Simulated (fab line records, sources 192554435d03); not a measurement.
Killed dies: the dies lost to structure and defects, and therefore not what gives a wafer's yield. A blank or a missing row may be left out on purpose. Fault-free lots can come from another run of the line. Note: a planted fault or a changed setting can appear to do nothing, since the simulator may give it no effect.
fab line records	flow n5Finfet
record: lots: 8	wafers: 23	lastDay: 17
route steps=1938 shown DUMMY_GATE@234 SPACER0@259 SD_ACTIVATION@332 BEOL_M4@1111 PASSIVATION@1936
lots that met no fault: taken from a fault-free run of the same line
startH: start of the lot's first displayed wafer, in hours after the record's first day	waitH: hours from the lot's prior step to this one	" the same as in the row above	L1.1+2: several wafers, shown together as one row	- value missing, or start not given	* or withheld: withheld	< > ~ a bound
route shown NAME@n: NAME is a module with steps in the file, n the number in the route of the first one	usual: mean/standard deviation of fault-free wafers	same: alike in all rows	chamber/n: place in a boat	sites: per-site readings	_std_site: the values' standard deviation	_edge_site: outer sites' mean less inner sites'	radiusMm: for every site, how far away it sits from the centre of the wafer	mask NAME#n: copy n	behind: the most recent tool/chamber to have shaped the wafer	hold: the reason the lot was held/the length of the hold in hours/how it ended	device: whichever transistor did not switch (one of n, p or np)	end of line: tests run on the same wafers once the route is complete	a step with no rows: only its recipe	killed: at the first sort, the dies lost to defects and structure; wafer yield is something else	map: a wafer's dies, marking killed ones x, the rest . and places with no die _
set.NAME: setting as actually run; set.NAME@STEP: the setting as run at that earlier step	model.NAME: the simulator's own value behind a step, which no gauge read
route steps across a sampled set of lots; one table per step, one row per wafer
services: from which hour (startH, from the record's first day; less than 0 if before it) a tool's chamber was out of use, for how many hours, and why
== steps ==
step: N5_DUMMY_GATE_DESCUM_20
recipe: chemistry: O2	timeS: 6.2	sourcePowerW: 50	biasPowerW: 20	pressureMtorr: 20	rfFrequencyHz: 2.712e+07	tempC: 40	resist: CAR-EUV	o2FlowSccm: 225
usual: biasPowerW: 20.01/0.056	chamberPressureMTorr: 20.003/0.018	drypumpMotorCurrentA: 5.6/0.45	oesProductAu: 0.76/0.087	rfVppV: 243.0/1.4	showerheadPlenumPTorr: 2.08/0.064	throttleValvePct: 20.29/0.26
lot.wafer	tool	chamber	startH	waitH	biasPowerW	chamberPressureMTorr	drypumpMotorCurrentA	oesProductAu	rfHoursCounterH	rfVppV	showerheadPlenumPTorr	throttleValvePct
L828.3	rieDiel-04	3	75.92	0.1	20.12	20.023	5.2	0.72	174	243.2	1.99	20.21
L828.5	"	2	"	"	19.98	20.004	6.2	0.96	-	243.5	2.14	19.88
L828.6	"	1	"	"	20.01	19.990	5.7	0.79	-	242.4	1.94	20.20
L829.3	rieDiel-01	2	81.85	0.1	20.04	20.010	5.2	0.81	102	242.7	2.03	20.29
L829.4	"	0	"	"	19.99	20.006	5.0	0.69	231	242.1	2.07	20.50
L829.6	"	2	"	"	20.08	19.992	5.2	0.81	-	242.8	2.03	20.28
L830.3	rieDiel-03	3	87.62	0.0	20.02	19.985	5.7	0.70	208	242.1	2.08	20.52
L830.5	"	3	"	"	19.97	20.012	5.7	0.69	-	241.5	2.08	20.50
L837.2	rieDiel-03	0	135.40	0.0	20.03	20.024	6.1	0.69	224	242.3	2.05	20.07
L837.5	"	3	"	"	19.92	20.040	5.7	0.69	-	243.0	2.07	20.53
L837.6	"	2	"	"	20.05	19.999	5.0	0.69	-	244.2	2.12	20.32
L839.2	rieDiel-01	2	150.15	0.1	20.01	19.995	5.2	0.78	123	242.9	2.03	20.32
L839.4	"	1	"	"	20.01	19.964	5.8	0.87	-	242.3	2.03	20.08
L839.5	"	3	"	"	19.95	20.010	5.6	0.77	-	244.2	2.18	20.15
L840.2	rieDiel-04	2	154.03	0.0	20.05	20.019	6.2	0.88	41	244.4	2.13	19.93
L840.5	"	2	"	"	19.99	19.987	6.2	0.89	-	244.0	2.13	19.94
L840.6	"	3	"	"	20.00	20.006	5.2	0.68	-	241.2	1.99	20.25
L841.4	rieDiel-04	1	154.66	0.0	19.99	20.007	5.7	0.77	133	239.1	1.93	20.23
L841.5	"	2	"	"	19.97	20.000	6.2	0.89	-	242.8	2.13	19.93
L841.6	"	1	"	"	19.99	20.031	5.7	0.78	-	240.5	1.93	20.21
L842.1	rieDiel-03	0	161.94	0.0	20.00	20.020	6.0	0.69	234	243.6	2.04	20.08
L842.2	"	3	"	"	19.93	19.961	5.7	0.68	232	243.4	2.07	20.55
L842.6	"	3	"	"	19.98	19.971	5.7	0.68	-	243.4	2.07	20.55
step: N5_SPACER0_ALD_00
recipe: material: SiOCN	targetThkA: 35	tempC: 400	aldPrecursorFamily: alkyl-aminosilane	aldCoReactant: O2/N2-plasma	pulseTimeS: 3	purgeTimeS: 2	coReactantPurgeTimeS: 2	aldCycles: 58	pressureTorr: 2
usual: aldCycles: 58/0	heaterPowerOuterW: 511/66	heaterPowerW: 842/110	precursorPulseHeightRel: 1.002/0.02
lot.wafer	tool	chamber	startH	waitH	aldCycles	heaterPowerOuterW	heaterPowerW	precursorPulseHeightRel
L828.3	aldSin-01	3	77.49	0.1	103	573	970	1.003
L828.5	"	0	"	"	103	520	814	1.002
L828.6	"	3	"	"	58	593	960	1.015
L829.3	aldSin-01	3	83.21	0.1	103	581	950	0.996
L829.4	"	0	"	"	58	504	829	0.992
L829.6	"	2	"	"	58	584	980	0.991
L830.3	aldSin-01	1	88.96	0.1	103	480	762	0.982
L830.5	"	0	"	"	103	523	824	1.016
L837.2	aldSin-02	0	136.75	0.1	58	514	885	0.984
L837.5	"	1	"	"	58	434	687	0.996
L837.6	"	2	"	"	58	518	845	0.987
L839.2	aldSin-01	3	151.69	0.1	58	572	961	0.994
L839.4	"	2	"	"	58	575	987	1.004
L839.5	"	3	"	"	58	574	938	1.011
L840.2	aldSin-02	2	155.37	0.1	58	526	859	0.979
L840.5	"	0	"	"	58	535	902	0.991
L840.6	"	3	"	"	58	515	870	1.023
L841.4	aldSin-01	3	156.22	0.1	58	573	955	1.042
L841.5	"	1	"	"	58	472	765	1.030
L841.6	"	2	"	"	58	581	979	1.013
L842.1	aldSin-01	3	163.73	0.2	58	587	978	0.988
L842.2	"	2	"	"	58	571	992	0.967
L842.6	"	2	"	"	58	592	987	0.998
step: N5_SPACER0_ALD_08
recipe: material: SiNx	targetThkA: 20	tempC: 400	aldPrecursorFamily: SiH2I2	aldCoReactant: N2/H2-plasma	pressureTorr: 2
usual: heaterPowerOuterW: 512/66	heaterPowerW: 841/110
lot.wafer	tool	chamber	startH	waitH	heaterPowerOuterW	heaterPowerW
L828.3	aldSin-01	3	77.74	0.1	584	945
L828.5	"	0	"	"	523	832
L828.6	"	3	"	"	576	966
L829.3	aldSin-01	3	83.47	0.1	578	952
L829.4	"	0	"	"	525	829
L829.6	"	2	"	"	581	985
L830.3	aldSin-01	1	89.22	0.1	482	761
L830.5	"	0	"	"	525	843
L837.2	aldSin-02	0	137.01	0.1	531	873
L837.5	"	1	"	"	428	651
L837.6	"	2	"	"	520	849
L839.2	aldSin-01	3	151.95	0.1	580	953
L839.4	"	2	"	"	574	1002
L839.5	"	3	"	"	576	942
L840.2	aldSin-02	2	155.63	0.1	531	852
L840.5	"	0	"	"	518	913
L840.6	"	3	"	"	504	849
L841.4	aldSin-01	3	156.41	0.1	592	970
L841.5	"	1	"	"	487	756
L841.6	"	2	"	"	585	990
L842.1	aldSin-01	3	164.11	0.3	584	956
L842.2	"	2	"	"	572	1004
L842.6	"	2	"	"	569	971
step: N5_SPACER0_INSPECT_04
recipe: inspectInstrument: darkfield	mode: postDep
usual: rawDefectCount: 141/36
lot.wafer	tool	chamber	startH	waitH	rawDefectCount
L828.3	defectInspect-02	-	77.90	0.1	166
L828.5	"	-	"	"	93
L828.6	"	-	"	"	129
L829.3	defectInspect-01	-	83.63	0.1	170
L829.4	"	-	"	"	123
L829.6	"	-	"	"	153
L830.3	defectInspect-02	-	89.38	0.1	179
L830.5	"	-	"	"	212
L837.2	defectInspect-02	-	137.17	0.1	101
L837.5	"	-	"	"	176
L837.6	"	-	"	"	131
L839.2	defectInspect-01	-	152.10	0.1	170
L839.4	"	-	"	"	114
L839.5	"	-	"	"	117
L840.2	defectInspect-02	-	155.79	0.1	108
L840.5	"	-	"	"	154
L840.6	"	-	"	"	145
L841.4	defectInspect-02	-	156.50	0.0	127
L841.5	"	-	"	"	147
L841.6	"	-	"	"	105
L842.1	defectInspect-01	-	164.33	0.2	159
L842.2	"	-	"	"	120
L842.6	"	-	"	"	156
step: N5_SD_ACTIVATION_RS_MEAS_03
recipe: thkMeasGauge: four-point-probe
usual: RS_SD_N: 21.94/0.28	RS_SD_P: 56.3/1.1
lot.wafer	tool	chamber	startH	waitH	RS_SD_N[ohm/sq]	RS_SD_P[ohm/sq]
L828.3	filmMetro-02	-	87.02	0.2	-	54.5
L828.5	"	-	"	"	-	55.4
L828.6	"	-	"	"	22.37	55.4
L829.3	filmMetro-02	-	95.08	0.2	-	54.9
L829.4	"	-	"	"	21.82	55.5
L829.6	"	-	"	"	21.84	53.7
L830.3	filmMetro-01	-	98.51	0.2	-	54.9
L830.5	"	-	"	"	-	54.8
L837.2	filmMetro-01	-	156.28	0.2	21.79	57.0
L837.5	"	-	"	"	22.02	56.9
L837.6	"	-	"	"	21.92	56.6
L839.2	filmMetro-02	-	161.99	0.2	22.54	56.8
L839.4	"	-	"	"	22.20	56.0
L839.5	"	-	"	"	21.95	57.0
L840.2	filmMetro-02	-	165.00	0.2	21.69	55.1
L840.5	"	-	"	"	21.82	55.5
L840.6	"	-	"	"	21.65	54.8
L841.4	filmMetro-01	-	167.58	0.1	21.82	55.1
L841.5	"	-	"	"	21.65	54.8
L841.6	"	-	"	"	22.02	55.4
L842.1	filmMetro-01	-	175.46	0.2	21.84	58.1
L842.2	"	-	"	"	21.67	58.1
L842.6	"	-	"	"	21.97	58.1
step: N5_BEOL_M4_RC_MEAS_101
usual: CJ_N: 4.32/0.08	DIBL_N: 36.5/1.4	DIBL_P: 36.6/1.9	EOT_N: 10.48/0.1	IGATE_N: 0.0138/0.0021	IOFF_N: 0.167/0.029	IOFF_N_85C: 3.2/0.46	IOFF_N_LIN: 0.076/0.011	IOFF_N_LONG: 5.57e-05/2.8e-06	IOFF_P: 0.21/0.033	IOFF_P_85C: 3.7/0.48	IOFF_P_LIN: 0.100/0.013	ION_N: 674/12	ION_P: 460/8.9	RC_DENSE_N: 19.2/0.44	RC_N: 15.7/0.36	REXT_N: 75.8/1.7	REXT_P: 100.2/1.8	RS_SD_N: 28.4/0.41	SS_N: 71.6/0.57	SS_P: 73.4/0.61	VT_N: 249/3.3	VT_N_LONG: 274.3/2.1	VT_N_LVT: 98/3.4	VT_P: -250/3.3	VT_P_LVT: -99/3.4
lot.wafer	tool	chamber	startH	waitH	CJ_N	DIBL_N[mV/V]	DIBL_P[mV/V]	EOT_N	IGATE_N[nA/um]	IOFF_N[nA/um]	IOFF_N_85C[nA/um]	IOFF_N_LIN[nA/um]	IOFF_N_LONG[nA/um]	IOFF_P[nA/um]	IOFF_P_85C[nA/um]	IOFF_P_LIN[nA/um]	ION_N[uA/um]	ION_P[uA/um]	RC_DENSE_N[ohm.um]	RC_N[ohm.um]	REXT_N[ohm.um]	REXT_P[ohm.um]	RS_SD_N[ohm/sq]	SS_N[mV/dec]	SS_P[mV/dec]	VT_N[mV]	VT_N_LONG[mV]	VT_N_LVT[mV]	VT_P[mV]	VT_P_LVT[mV]
L828.3	prober-01	0	196.11	0.3	-	-	27.1	-	-	-	-	-	-	0.06	1.4	0.038	-	381	-	-	-	157.9	-	-	72.0	-	-	-	-272	-122
L828.5	"	0	"	"	-	-	27.2	-	-	-	-	-	-	0.07	1.5	0.041	-	393	-	-	-	155.6	-	-	71.7	-	-	-	-270	-120
L828.6	"	0	"	"	4.22	37.0	36.7	10.50	0.0131	0.172	3.3	0.077	5.48e-05	0.23	3.9	0.106	667	460	19.7	15.9	77.6	100.7	28.8	70.9	73.8	248	275.1	97	-248	-98
L829.3	prober-01	0	204.07	0.3	-	-	30.8	-	-	-	-	-	-	0.08	1.7	0.045	-	395	-	-	-	157.5	-	-	72.5	-	-	-	-270	-116
L829.4	"	0	"	"	4.30	35.5	35.8	10.51	0.0148	0.180	3.4	0.082	5.75e-05	0.21	3.7	0.101	694	470	19.5	15.9	75.8	100.7	28.0	72.4	72.8	246	272.2	94	-249	-97
L829.6	"	0	"	"	4.30	35.7	36.4	10.47	0.0121	0.170	3.3	0.076	5.77e-05	0.21	3.7	0.102	678	462	19.5	15.9	75.4	100.2	28.0	72.6	73.1	248	273.3	97	-249	-98
L830.3	prober-01	0	210.55	0.3	-	-	28.7	-	-	-	-	-	-	0.09	1.8	0.052	-	409	-	-	-	159.8	-	-	71.9	-	-	-	-265	-112
L830.5	"	0	"	"	-	-	31.0	-	-	-	-	-	-	0.10	2.1	0.058	-	412	-	-	-	162.5	-	-	72.7	-	-	-	-263	-111
L837.2	prober-02	0	263.80	0.2	4.26	38.3	39.6	10.66	0.0110	0.211	4.0	0.095	5.58e-05	0.29	4.9	0.123	697	479	19.4	15.7	75.8	101.7	28.2	71.4	73.7	248	272.4	94	-245	-95
L837.5	"	0	"	"	4.32	39.2	40.3	10.61	0.0099	0.215	4.1	0.096	5.59e-05	0.29	4.9	0.123	685	469	19.1	15.5	74.9	101.5	28.5	72.0	74.0	246	272.9	95	-244	-94
L837.6	"	0	"	"	4.40	35.4	35.6	10.61	0.0115	0.146	3.0	0.070	5.68e-05	0.21	3.7	0.098	673	468	18.9	15.3	73.6	102.2	28.4	71.3	72.5	249	272.4	100	-250	-98
L839.2	prober-01	0	268.55	0.2	4.37	36.4	35.7	10.40	0.0146	0.127	2.6	0.060	5.09e-05	0.16	2.8	0.077	656	444	19.5	15.9	78.6	98.4	28.8	71.0	72.9	255	278.0	103	-257	-106
L839.4	"	0	"	"	4.41	40.3	39.6	10.47	0.0146	0.217	4.1	0.092	5.13e-05	0.22	3.7	0.097	674	453	19.3	15.8	77.7	99.7	28.8	72.3	74.0	245	276.8	94	-252	-101
L839.5	"	0	"	"	4.38	36.8	35.8	10.38	0.0177	0.137	2.8	0.064	5.14e-05	0.16	2.9	0.078	656	449	19.2	15.7	76.9	98.8	28.3	71.5	73.3	252	276.1	100	-258	-105
L840.2	prober-02	0	269.37	0.2	4.30	35.6	35.7	10.54	0.0136	0.135	2.7	0.063	5.31e-05	0.16	3.0	0.081	662	445	19.8	16.0	76.5	100.9	28.2	71.4	72.4	255	276.4	100	-255	-102
L840.5	"	0	"	"	4.30	36.2	36.2	10.71	0.0114	0.152	2.9	0.070	5.32e-05	0.17	3.1	0.084	664	446	19.6	16.0	76.6	101.8	27.8	70.7	73.0	249	276.1	97	-255	-103
L840.6	"	0	"	"	4.36	37.4	37.4	10.57	0.0132	0.164	3.1	0.072	5.28e-05	0.20	3.5	0.092	674	454	19.7	16.0	76.3	100.7	28.2	72.3	72.9	251	275.1	100	-255	-100
L842.1	prober-02	0	286.76	0.0	4.31	35.4	35.2	10.48	0.0151	0.142	2.8	0.068	5.33e-05	0.17	3.1	0.083	675	463	20.0	16.1	75.7	102.8	28.3	71.0	72.1	249	275.8	97	-251	-100
L842.2	"	0	"	"	4.47	36.2	34.6	10.50	0.0114	0.146	2.9	0.067	5.47e-05	0.16	3.0	0.079	669	446	19.2	15.6	73.6	103.0	28.2	71.2	73.0	252	276.6	98	-256	-101
L842.6	"	0	"	"	4.36	35.8	35.9	10.42	0.0148	0.151	3.0	0.072	5.43e-05	0.18	3.3	0.088	684	466	20.0	16.3	75.2	101.8	28.4	71.3	73.0	252	273.4	96	-254	-99
L841.4	prober-01	0	289.69	0.5	4.29	37.9	38.4	10.56	0.0125	0.174	3.3	0.079	5.24e-05	0.24	4.0	0.107	668	462	18.5	15.1	75.9	98.0	28.5	72.1	73.4	248	277.2	98	-251	-99
L841.5	"	0	"	"	4.41	39.4	41.1	10.57	0.0116	0.228	4.1	0.100	5.43e-05	0.29	4.7	0.124	703	481	19.0	15.4	75.2	98.2	28.1	71.8	74.9	245	275.7	94	-247	-96
L841.6	"	0	"	"	4.35	38.6	38.5	10.59	0.0112	0.181	3.4	0.079	5.25e-05	0.23	3.9	0.103	658	452	18.8	15.5	76.4	99.5	28.8	71.8	73.6	250	275.9	99	-251	-100
step: N5_PASSIVATION_PROBE_49
usual: defectLimitedYield: 91.2/1.6	killed_at_M0_to_M3: 34/11	killed_at_M4_up: 14/5.7	killedAtContacts: 14/6.6	killedAtFrontEnd: 37/10	killedAtOther: 4/3.2	killedDies: 104/19	killedOpen: 69/13	killedShort: 33/8.7	sort_bin_5_function: 5.1/1	sort_bin_6_memory: 3.3/0.76	sort_bin_8_speed: 0.00/0.016	sortNPass: 1076/19	sortYieldPct: 91.2/1.6
same: grossDies: 1180	killedAtBackSide: 0	sort_bin_4_leakage[%]: 0
lot.wafer	tool	chamber	startH	waitH	defectLimitedYield[%]	killed_at_M0_to_M3	killed_at_M4_up	killedAtContacts	killedAtFrontEnd	killedAtOther	killedDies	killedOpen	killedShort	sort_bin_5_function[%]	sort_bin_6_memory[%]	sort_bin_8_speed[%]	sortNPass	sortYieldPct[%]
L828.3	prober-01	-	284.68	0.1	89.1	50	27	12	35	5	129	81	46	6.3	4.2	89.07	0	0
L828.5	prober-01	-	284.78	0.2	88.8	50	22	18	40	2	132	92	40	7.3	3.7	88.81	0	0
L828.6	prober-01	-	284.83	0.3	86.6	79	19	19	40	1	158	99	58	7.2	5.6	0	1022	86.6
L829.3	prober-01	-	297.49	0.1	90.7	27	10	17	52	4	110	85	24	5.3	3.9	90.68	0	0
L829.4	prober-01	-	297.54	0.2	92.0	28	10	14	38	4	94	62	32	5.3	2.5	0	1086	92.0
L829.6	prober-01	-	297.64	0.3	92.4	25	8	14	38	5	90	63	27	4.5	2.8	0	1090	92.4
L830.3	prober-02	-	305.10	0.1	92.7	37	4	4	37	4	86	57	29	5.1	2.0	92.71	0	0
L830.5	prober-02	-	305.20	0.2	90.8	36	14	17	34	8	109	84	25	4.8	4.2	90.76	0	0
killed by level:class
L828.3 BEOL_M4:geometricParticle:open=18 MOL_CONTACT_COAG:geometricParticle:open=11 BEOL_M0_SAQP:geometricParticle:open=11 BEOL_M0_SAQP:geometricParticle:short=11 FIN_SAQP:geometricParticle:open=10 BEOL_M1:geometricParticle:open=9 FIN_SAQP:geometricParticle:short=7 BEOL_M1:geometricParticle:short=6
L828.5 MOL_CONTACT_COAG:geometricParticle:open=14 BEOL_M1:geometricParticle:open=13 BEOL_M4:geometricParticle:open=13 FIN_SAQP:geometricParticle:short=9 BEOL_M0_SAQP:geometricParticle:short=9 BEOL_M0:geometricParticle:open=8 BEOL_M3:geometricParticle:open=6 FIN_SAQP:geometricParticle:open=5
L828.6 BEOL_M0_SAQP:geometricParticle:open=25 BEOL_M0_SAQP:geometricParticle:short=23 MOL_CONTACT_COAG:geometricParticle:open=17 FIN_SAQP:geometricParticle:short=12 BEOL_M1:geometricParticle:open=10 BEOL_M4:geometricParticle:open=10 BEOL_M2:geometricParticle:open=9 FIN_SAQP:geometricParticle:open=5
L829.3 STI_FIN_REVEAL:geometricParticle:open=27 MOL_CONTACT_COAG:geometricParticle:open=15 BEOL_M3:geometricParticle:open=11 BEOL_M1:geometricParticle:open=8 STI_FIN_REVEAL:geometricParticle:short=6 GATE_CUT:geometricParticle:short=6 BEOL_M4:geometricParticle:open=6 GATE_CUT:geometricParticle:open=4
L829.4 BEOL_M1:geometricParticle:short=12 MOL_CONTACT_COAG:geometricParticle:open=10 STI_FIN_REVEAL:geometricParticle:open=9 DUMMY_GATE:geometricParticle:open=7 BEOL_M1:geometricParticle:open=5 BEOL_M3:geometricParticle:open=5 FIN_SAQP:geometricParticle:short=4 FIN_SAQP:geometricParticle:open=4
L829.6 STI_FIN_REVEAL:geometricParticle:open=14 MOL_CONTACT_COAG:geometricParticle:open=13 FIN_SAQP:geometricParticle:open=7 FIN_SAQP:geometricParticle:short=5 BEOL_M0_SAQP:geometricParticle:open=5 BEOL_M3:geometricParticle:short=4 BEOL_M3:geometricParticle:open=4 BEOL_M0_SAQP:geometricParticle:short=3
L830.3 BEOL_M2:geometricParticle:open=10 STI_FIN_REVEAL:geometricParticle:open=7 DUMMY_GATE:geometricParticle:open=7 BEOL_M0_SAQP:geometricParticle:short=7 BEOL_M1:geometricParticle:open=6 GATE_CUT:geometricParticle:short=5 BEOL_M3:geometricParticle:open=5 BEOL_M0_SAQP:geometricParticle:open=4
L830.5 STI_FIN_REVEAL:geometricParticle:open=15 MOL_CONTACT_COAG:geometricParticle:open=14 BEOL_M0_SAQP:geometricParticle:open=12 BEOL_M1:geometricParticle:open=6 PAD_METAL:geometricParticle:open=6 DUMMY_GATE:geometricParticle:open=5 BEOL_M0_SAQP:geometricParticle:short=5 BEOL_M2:geometricParticle:open=5
== services ==
tool	chamber	startH	hours	kind
aldSin-02	-	87.48	14.0	pm
aldSin-02	0	87.48	14.0	ventCycle
aldSin-02	1	87.48	14.0	ventCycle
aldSin-02	2	87.48	14.0	ventCycle
aldSin-02	3	87.48	14.0	ventCycle
rieDiel-04	0	90.90	7.5	repair
aldSin-02	-	101.48	2.8	pm
aldSin-02	0	101.48	-	clean
aldSin-02	1	101.48	-	clean
aldSin-02	2	101.48	-	clean
aldSin-02	3	101.48	-	clean
rieDiel-04	1	136.39	8.7	repair
rieDiel-03	2	142.38	-	clean
rieDiel-03	2	142.38	-	consumableReplace:focusRing
rieDiel-01	0	144.02	-	clean
rieDiel-01	0	144.02	-	consumableReplace:focusRing
rieDiel-01	0	144.02	16.1	scheduledDown
rieDiel-01	0	144.02	16.1	ventCycle
aldSin-01	0	155.73	9.2	repair
aldSin-01	1	159.89	16.0	repair
== key ==
firstSign: step: N5_SPACER0_ALD_00	reading: aldCycles	direction: up	sigmas: 99+	usual: *	struck: *
effect: step: N5_SD_ACTIVATION_RS_MEAS_03	reading: RS_SD_N	direction: missing
effect: step: N5_BEOL_M4_RC_MEAS_101	reading: REXT_P	direction: up	sigmas: 32	usual: 100.2	struck: 158.7
effect: step: N5_BEOL_M4_RC_MEAS_101	reading: ION_P	direction: down	sigmas: 7	usual: 460	struck: 398
effect: step: N5_BEOL_M4_RC_MEAS_101	reading: VT_P	direction: down	sigmas: 5.2	usual: -250	struck: -268
effect: step: N5_BEOL_M4_RC_MEAS_101	reading: VT_P_LVT	direction: down	sigmas: 5	usual: -99	struck: -116
effect: step: N5_BEOL_M4_RC_MEAS_101	reading: IOFF_P_85C	direction: down	sigmas: 4.2	usual: 3.7	struck: 1.7
effect: step: N5_BEOL_M4_RC_MEAS_101	reading: IOFF_P_LIN	direction: down	sigmas: 4.1	usual: 0.100	struck: 0.047
effect: step: N5_BEOL_M4_RC_MEAS_101	reading: IOFF_P	direction: down	sigmas: 4	usual: 0.21	struck: 0.08
effect: step: N5_BEOL_M4_RC_MEAS_101	reading: DIBL_P	direction: down	sigmas: 3.9	usual: 36.6	struck: 28.9
effect: step: N5_BEOL_M4_RC_MEAS_101	reading: SS_P	direction: down	sigmas: 2.1	usual: 73.4	struck: 72.2
effect: step: N5_BEOL_M4_RC_MEAS_101	reading: CJ_N	direction: missing
effect: step: N5_BEOL_M4_RC_MEAS_101	reading: DIBL_N	direction: missing
effect: step: N5_BEOL_M4_RC_MEAS_101	reading: EOT_N	direction: missing
effect: step: N5_PASSIVATION_PROBE_49	reading: sort_bin_8_speed	direction: up	sigmas: 99+	usual: 0.00	struck: 90.41
metAt N5_SPACER0_ALD_00
struckLots L828,L829,L830
struckWafers L828.3,L828.5,L829.3,L830.3,L830.5
notActingAt N5_DUMMY_GATE_DESCUM_20,N5_SPACER0_ALD_08,N5_SPACER0_INSPECT_04
fault: kind: processParameterDrift	tool: aldSin-01	chamber: -	onsetH: 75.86	steps: N5_SPACER0_ALD_00	channel: aldCycles	offset: *	shape: step	endH: 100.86	scope: struckWafersOnly	actsIn: *	stated: *
